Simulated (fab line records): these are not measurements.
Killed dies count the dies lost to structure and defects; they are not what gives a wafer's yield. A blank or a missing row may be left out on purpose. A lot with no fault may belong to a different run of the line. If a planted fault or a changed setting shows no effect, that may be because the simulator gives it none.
Split-lot study ; flow n5 finfet ; route with 1938 steps; 7 lots, 39 wafers read

THE SPLIT
At N5_SD_EPI_P_EPI_21 (deposits SiGe:B, time 355 s), the setting temp c was moved away from the recipe's 550 C on 12 of the 39 wafers read, by -0.6% to +0.7%. All remaining wafers had this setting at the recipe value.

SPLIT TO READING: what lies between them in the file, 1 step
- N5_SD_EPI_P_EPI_MEAS_23

THE READING
SiGe-B_of_SD_EPI_P_EPI_21.thk nm (the simulator's own value, which no gauge read), in nm, at N5_SD_EPI_P_HM_STRIP_48 (strips SiNx in H3PO4, material SiNx, target depth 3 nm). The file gives no usual value for it. Average 60.8 nm, standard deviation 0.7 nm, over the 27 wafers here run with the recipe.

wafer;tool, chamber at the split;temp c as run, C;against the recipe;SiGe-B_of_SD_EPI_P_EPI_21.thk nm, nm;against lot-mates on the recipe
L078.4;epi rpcvd-03, 0;550;recipe;62;-
L078.5;epi rpcvd-03, 0;550;recipe;61.6;-
L078.6;epi rpcvd-03, 0;550;recipe;61.6;-
L081.1;epi rpcvd-02, 0;547.5;-0.5%;57.8;-2.4
L081.2;epi rpcvd-02, 0;547.5;-0.5%;57.6;-2.6
L081.3;epi rpcvd-02, 0;547.5;-0.5%;57;-3.2
L081.4;epi rpcvd-02, 0;550;recipe;59.8;-
L081.5;epi rpcvd-02, 0;550;recipe;60.4;-
L081.6;epi rpcvd-02, 0;550;recipe;60.4;-
L086.1;epi rpcvd-03, 0;553.6;+0.7%;66.8;+5.6
L086.2;epi rpcvd-03, 0;550;recipe;61.2;-
L086.3;epi rpcvd-03, 0;550;recipe;60.8;-
L086.4;epi rpcvd-03, 0;553.6;+0.7%;66.2;+5.0
L086.5;epi rpcvd-03, 0;553.6;+0.7%;67;+5.8
L086.6;epi rpcvd-03, 0;550;recipe;61.6;-
L088.1;epi rpcvd-03, 0;550;recipe;60.4;-
L088.2;epi rpcvd-03, 0;550;recipe;60;-
L088.3;epi rpcvd-03, 0;550;recipe;60;-
L088.4;epi rpcvd-03, 0;550;recipe;60.2;-
L088.5;epi rpcvd-03, 0;550;recipe;59.6;-
L088.6;epi rpcvd-03, 0;550;recipe;60.6;-
L089.1;epi rpcvd-01, 0;550;recipe;60.4;-
L089.2;epi rpcvd-01, 0;550;recipe;60.8;-
L089.3;epi rpcvd-01, 0;552.5;+0.5%;64;+3.7
L089.4;epi rpcvd-01, 0;550;recipe;59.8;-
L089.5;epi rpcvd-01, 0;552.5;+0.5%;63.8;+3.5
L089.6;epi rpcvd-01, 0;552.5;+0.5%;64.2;+3.9
L095.1;epi rpcvd-01, 0;550;recipe;62;-
L095.2;epi rpcvd-01, 0;550;recipe;61.4;-
L095.3;epi rpcvd-01, 0;550;recipe;60.6;-
L095.4;epi rpcvd-01, 0;550;recipe;61;-
L095.5;epi rpcvd-01, 0;550;recipe;61.6;-
L095.6;epi rpcvd-01, 0;550;recipe;61.6;-
L097.1;epi rpcvd-03, 0;550;recipe;60.8;-
L097.2;epi rpcvd-03, 0;550;recipe;61.2;-
L097.3;epi rpcvd-03, 0;550;recipe;60;-
L097.4;epi rpcvd-03, 0;546.7;-0.6%;56.2;-4.5
L097.6;epi rpcvd-03, 0;546.7;-0.6%;56.2;-4.5
L097.5;epi rpcvd-03, 0;546.7;-0.6%;55.8;-4.9

FIT RESULTS
A straight line over all 39 wafers: SiGe-B_of_SD_EPI_P_EPI_21.thk nm changes by +8.03 nm for each +1% of temp c; r = +0.97; the points scatter about the line by 0.66 nm.
The same after taking each lot's own level away (the mean of its wafers on the recipe; 39 wafers): +7.69 nm for each +1%; r = +0.98; scatter 0.42 nm.
According to that fit, moving temp c by its largest amount changes the reading by 5 nm.
Across the lots, their own levels run from 60.13 to 61.73 nm, a range of 2.3 times the standard deviation given above.
The two slopes are in agreement: the lot-to-lot level therefore moves the slope only a little.
Check: for one of the wafers moved furthest among these (+0.7%), held out of the fit, the line's prediction against its lot-mates is +5.06 nm. Against them it came out at +5.6 nm.

THESE WAFERS: OTHER SPLITS
Other splits were also applied to these wafers ahead of the reading. Each is held against what the fit with the lots' levels taken away leaves over:
other split on the same wafers;wafers away from the commonest value;r with SiGe-B_of_SD_EPI_P_EPI_21.thk nm (lot level and that fit taken away)
N5_FIN_CUT_ETCH_21 time s;15;+0.09
N5_DUMMY_GATE_ETCH_37 source w;15;-0.20
N5_DUMMY_GATE_ETCH_32 time s;18;-0.08

THE WHOLE CHAIN: every reading that the file lists as answering this split, in the file's order
step;what it does;reading;change (the file's fit);r (the file's)
N5_SD_EPI_P_EPI_21;deposits SiGe:B, time 355 s;SiGe-B_of_SD_EPI_P_EPI_21.thk nm (the simulator's own value, which no gauge read);+7.78 nm for each +1% of the setting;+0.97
N5_SD_EPI_P_EPI_MEAS_23;;thk nm;withheld for each +1% of the setting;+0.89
N5_SD_EPI_P_HM_STRIP_48;strips SiNx in H3PO4, material SiNx, target depth 3 nm;SiGe-B_of_SD_EPI_P_EPI_21.thk nm (the simulator's own value, which no gauge read);+7.7 nm for each +1% of the setting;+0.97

FILE'S OWN FIT
SiGe-B_of_SD_EPI_P_EPI_21.thk nm changes by +7.7 nm for each +1% of temp c, r = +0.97.
